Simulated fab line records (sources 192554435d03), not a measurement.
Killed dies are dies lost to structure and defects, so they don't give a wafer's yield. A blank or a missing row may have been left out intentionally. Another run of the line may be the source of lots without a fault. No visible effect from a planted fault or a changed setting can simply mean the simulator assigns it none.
A struck lot beside a sound one ; flow n5-finfet ; 36 out of 1938 route steps
Sound: wafers L248.2, L248.3, L248.5. The struck wafers were L239.1, L239.2, L239.5. The cause is named last.
At each step with rows: each side's tool, then ch and its chambers, then its first start. Under that, the readings that differ: sound wafers ; struck wafers ; difference of the means ; sigmas: that difference in standard deviations of wafers without a fault.
alike: readings whose means differ by less than 2 such deviations, and words and numbers that are the same on both sides. not compared: withheld readings, readings that some wafer has no value for, bounds like >300 that may hide the same value, and numbers for which the record gives no deviation and whose values overlap.
The two part at a step that has a row with sigmas, a row that says differs or no value, or rows on one side only. Numbers that have no deviation but don't overlap get no sigmas and don't part them. A reading that every wafer of one side lacks parts them only if that side has two wafers or more.

first, 9 steps without rows for these wafers: N5_BEOL_M4_ANNEAL_95 (time 240 s); N5_BEOL_M4_SPUTTER_96 (material Cu, target thk 4.5 nm, time 8.29 s); N5_BEOL_M4_ECD_50 (material Cu, target thk 300 nm); N5_BEOL_M4_ANNEAL_51 (time 90 s); N5_BEOL_M4_CMP_52 (polishes, stops on SiOC, t overpolish 6.8 s, target thk 40 nm); N5_BEOL_M4_PRE_CLEAN_60 (time 15 s); N5_BEOL_M4_CO_CAP_55 (material Co, precursor CCTBA/H2, target thk 2 nm, time 102.1 s); N5_BEOL_M4_PRE_CLEAN_56 (time 15 s); N5_BEOL_M4_DEP_57 (deposits SiCN from 3MS/NH3, target thk 8 nm, time 14 s).
N5_BEOL_M4_RC_MEAS_101:
  sound on prober-02 ch 0, day 13 05:34; struck on prober-02 ch 0, day 10 16:36
  alike: DIBL_N, DIBL_P, IOFF_N, IOFF_P, ION_N, ION_P, SS_N, SS_P, VT_N, VT_P
then, 24 steps without rows for these wafers: N5_BEOL_M5_ILD_DEP_00 (deposits SiCOH lowk from DEMS/porogen, target thk 140.64 nm, time 25.9 s); N5_BEOL_M5_CURE_79 (cures SiCOH lowk, time 240 s); N5_BEOL_M5_PECVD_70 (deposits SiO2 from TEOS/O2, target thk 16 nm, time 18 s); N5_BEOL_M5_HM_DEP_02 (deposits TiN, target thk 20 nm); N5_BEOL_M5_COAT_59 (time 60 s, resist thk 60 nm); N5_BEOL_M5_COAT_60 (time 60 s, resist thk 12 nm); N5_BEOL_M5_COAT_71 (time 60 s, resist thk 5 nm); N5_BEOL_M5_COAT_05 (resist thk 30 nm); N5_BEOL_M5_EBR_07; N5_BEOL_M5_SOFTBAKE_06 (time 60 s); N5_BEOL_M5_EXPOSE_08 (exposes mask M5, target cd 28 nm); N5_BEOL_M5_PEB_09 (peb time 60 s); N5_BEOL_M5_DEVELOP_10 (develop time 30 s); N5_BEOL_M5_DESCUM_16 (chemistry O2, time 7 s); N5_BEOL_M5_ETCH_72 (etches underlayer in N2/H2, target depth 6.5 nm, time 5.2 s); N5_BEOL_M5_ETCH_61 (etches SiARC in CF4, target depth 15.6 nm, time 26 s); N5_BEOL_M5_ETCH_62 (etches SOC in N2/H2, target depth 75 nm, overetch 15 nm, time 112.5 s); N5_BEOL_M5_STRIP_63 (strips in N2/H2); N5_BEOL_M5_STRIP_73 (strips in N2/H2); N5_BEOL_M5_STRIP_64 (strips in CF4); N5_BEOL_M5_HM_OPEN_17 (chemistry Cl2/BCl3, target TiN, target depth 20 nm, overetch 6 nm); N5_BEOL_M5_STRIP_19 (strips in O2); N5_BEOL_M5_COAT_65 (time 60 s, resist thk 60 nm); N5_BEOL_M5_COAT_66 (time 60 s, resist thk 12 nm).
-- a jump in the record: the struck wafers' starts before and after are 3 days apart (it breaks off in module BEOL_M5 and resumes in module BEOL_M12, where the first step shown is number 1637 of the route) --
N5_BEOL_M12_ETCH_68: etches SOC in N2/H2, time 285 s.
  sound on rie-diel-06 ch 1,3, day 16 00:16; struck on rie-diel-05 ch 0,1, day 13 10:55
  no value came back on the struck wafers for any of 8 readings (bias-w (W), chamber-pressure-mTorr (mTorr) and others); on the sound wafers bias-w (W) reads 350.6 351.2 351.0
reading;sound;struck;difference;sigmas
model.coat_of_BEOL_M12_COAT_22.thk-nm (nm);0 0 0;211.8 210 211.4;+211.1;
model.SiARC_of_BEOL_M12_COAT_66.thk-nm (nm);86 85.8 85.6;109.8 109.8 110;+24.1;
  not compared: rf-hours-counter-h
N5_PASSIVATION_PROBE_49:
  sound on prober-02 at day 17 13:05; struck on prober-02 at day 15 07:17
reading;sound;struck;difference;sigmas
defect-limited-yield (%);92.5 90.8 90.4;0 0 0;-91;-61
killed_at_M4_up;9 18 28;1107 1088 1106;+1082;+99 or more
killed-dies;88 108 113;1180 1180 1180;+1077;+60
killed-on-rim;12 16 13;152 152 152;+138;+40
sort_bin_5_function (%);4.9 5.5 5.8;96.3 96.9 96.9;+91.3;+94
sort-n-pass;1092 1072 1067;0 0 0;-1077;-57
sort-yield-pct (%);92.5 90.8 90.4;0 0 0;-91;-57
  alike: killed_at_M0_to_M3, killed-at-contacts, killed-at-front-end, killed-at-other, killed-open, killed-short, sort_bin_6_memory, sort_bin_8_speed

WHERE THEY PART
First at N5_BEOL_M12_ETCH_68; last, within this record, at N5_PASSIVATION_PROBE_49.

WHY: the cause the simulator had injected
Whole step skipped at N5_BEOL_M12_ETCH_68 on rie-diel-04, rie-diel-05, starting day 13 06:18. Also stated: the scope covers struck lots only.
